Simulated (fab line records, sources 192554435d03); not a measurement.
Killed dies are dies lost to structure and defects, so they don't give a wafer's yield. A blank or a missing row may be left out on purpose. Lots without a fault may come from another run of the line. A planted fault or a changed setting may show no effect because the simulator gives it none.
Chamber matching | flow n5_finfet | N5_GATE_CUT_HM_OPEN_40 on rie_diel-06: 4 sister chambers
The step chemistry C4F6/O2, target SiO2, target depth 139 nm, time 85.1 s. 8 wafers are shown with their chamber, then 7 later ones without.

WAFERS WITH THEIR CHAMBER
wafer  | chamber | showerhead_plenum_p_Torr (Torr) | throttle_valve_pct (%)
L076.5 | 1       | 2.84                            | 21.18
L079.1 | 0       | 2.99                            | 20.64
L079.6 | 0       | 2.99                            | 20.64
L082.1 | 3       | 2.73                            | 21.06
L082.2 | 2       | 2.94                            | 21.19
L082.5 | 1       | 2.83                            | 21.20
L088.1 | 3       | 2.73                            | 21.09
L088.2 | 2       | 2.93                            | 21.22

WAFERS WITHOUT THEIR CHAMBER
wafer  | showerhead_plenum_p_Torr (Torr) | throttle_valve_pct (%)
L088.4 | 2.98                            | 20.63
L089.3 | 2.83                            | 21.22
L089.5 | 2.83                            | 21.22
L089.6 | 2.98                            | 20.67
L097.3 | 2.82                            | 21.23
L097.5 | 2.97                            | 20.69
L097.6 | 2.82                            | 21.24

WHICH CHAMBER EACH WENT THROUGH
wafer  | from the rows above | in truth
L088.4 | 0                   | 0
L089.3 | 1                   | 1
L089.5 | 1                   | 1
L089.6 | 0                   | 0
L097.3 | 1                   | 1
L097.5 | 0                   | 0
L097.6 | 1                   | 1
Placed correctly: 7 of 7. Can't be placed from these rows: 0. Placed wrongly: 0.
How it was worked out, from the rows above alone: a wafer's distance from a chamber is the root of the sum, over the readings, of the square of ((its reading less the chamber's mean) divided by the reading's scatter). The wafer belongs to the nearest chamber; if the next one is less than 2 further off, it can't be placed. A chamber's mean is the mean of its shown wafers. The scatter: the root of (the sum of the squares of (reading less its chamber's mean) over the shown wafers, divided by (wafers less chambers)).
